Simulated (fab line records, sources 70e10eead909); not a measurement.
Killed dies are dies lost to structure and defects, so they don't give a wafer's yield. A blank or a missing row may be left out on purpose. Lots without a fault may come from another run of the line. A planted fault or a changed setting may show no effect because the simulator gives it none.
Which tool did it? | flow nand_harc | 14 lots, 42 wafers sampled, at 2 steps of a route of 1302

WHAT THE GAUGES READ, wafer by wafer
NHARC_HYBRID_BOND_INSPECT_06: inspects for defects (ir void). Usual: raw_defect_count 88, standard deviation 31.
lot  | measured     | on                | raw_defect_count | flag
L114 | day 24 00:52 | defect_inspect-02 | 84 67 77         |
L116 | day 24 15:19 | defect_inspect-02 | 71 65 56         |
L117 | day 24 15:19 | defect_inspect-01 | 77 69 65         |
L119 | day 25 03:30 | defect_inspect-01 | 132 128 121      |
L121 | day 26 11:32 | defect_inspect-02 | 106 139 134      |
L120 | day 26 15:53 | defect_inspect-01 | 72 96 101        |
L122 | day 27 16:17 | defect_inspect-01 | 127 135 129      |
L126 | day 28 16:21 | defect_inspect-01 | 94 119 103       |
L127 | day 29 02:09 | defect_inspect-02 | 101 126 99       |
L128 | day 29 15:02 | defect_inspect-01 | 116 112 152      |
L133 | day 31 08:26 | defect_inspect-02 | 82 77 86         |
L135 | day 32 10:34 | defect_inspect-01 | 152 136 144      |
L134 | day 32 10:35 | defect_inspect-01 | 35 32 38         |
L137 | day 33 05:59 | defect_inspect-02 | 112 93 114       |

WHICH TOOL RAN EACH LOT (tool, then ch and the chambers of the sampled wafers, then the start)
lot  | NHARC_A_BONDPAD_ANNEAL_28
L114 | rtp_anneal-02 ch 0, day 23 13:29
L116 | rtp_anneal-02 ch 0, day 24 04:04
L117 | rtp_anneal-01 ch 0, day 24 07:20
L119 | rtp_anneal-02 ch 0, day 24 15:26
L121 | rtp_anneal-01 ch 0, day 25 22:20
L120 | rtp_anneal-02 ch 0, day 26 04:37
L122 | rtp_anneal-01 ch 0, day 27 05:37
L126 | rtp_anneal-01 ch 0, day 28 06:09
L127 | rtp_anneal-01 ch 0, day 28 15:43
L128 | rtp_anneal-02 ch 0, day 29 04:43
L133 | rtp_anneal-01 ch 0, day 30 21:59
L135 | rtp_anneal-01 ch 0, day 31 16:06
L134 | rtp_anneal-01 ch 0, day 31 17:33
L137 | rtp_anneal-01 ch 0, day 32 21:45
- NHARC_A_BONDPAD_ANNEAL_28: time 90 s.

WHAT THE TOOLS THEMSELVES READ (means of the sampled wafers that have a number; where no wafer has one, the mark that the record gives instead)
NHARC_A_BONDPAD_ANNEAL_28. Usual: wafer_temp_C_max 226.3, standard deviation 0.46.
lot  | tool          | wafer_temp_C_max | flag
L114 | rtp_anneal-02 | 225.9            |
L116 | rtp_anneal-02 | 225.9            |
L117 | rtp_anneal-01 | 226.7            |
L119 | rtp_anneal-02 | 226.0            |
L121 | rtp_anneal-01 | 226.7            |
L120 | rtp_anneal-02 | 226.0            |
L122 | rtp_anneal-01 | 226.6            |
L126 | rtp_anneal-01 | 226.6            |
L127 | rtp_anneal-01 | 226.7            |
L128 | rtp_anneal-02 | 225.9            |
L133 | rtp_anneal-01 | 227.3            |
L135 | rtp_anneal-01 | 226.6            |
L134 | rtp_anneal-01 | 226.2            |
L137 | rtp_anneal-01 | 226.7            |

THE ANSWER, worked out from the rows above alone
Rule: a lot is off if the mean of its wafers that have a number lies more than 3 standard deviations from the usual mean. A lot without any number at a reading at which 4 lots or more have one is off too. The other lots that the step has rows for count as sound. The gauges are gone through in route order, then the tools' own readings, and for those a lot's mean is taken as printed above. The first step at which some lot is off is used, and at that step the reading that is off furthest; a lot without a number counts as furthest.
No lot is off at any reading shown: from this, nothing can be told.

WHAT THE SIMULATOR HAD PUT IN
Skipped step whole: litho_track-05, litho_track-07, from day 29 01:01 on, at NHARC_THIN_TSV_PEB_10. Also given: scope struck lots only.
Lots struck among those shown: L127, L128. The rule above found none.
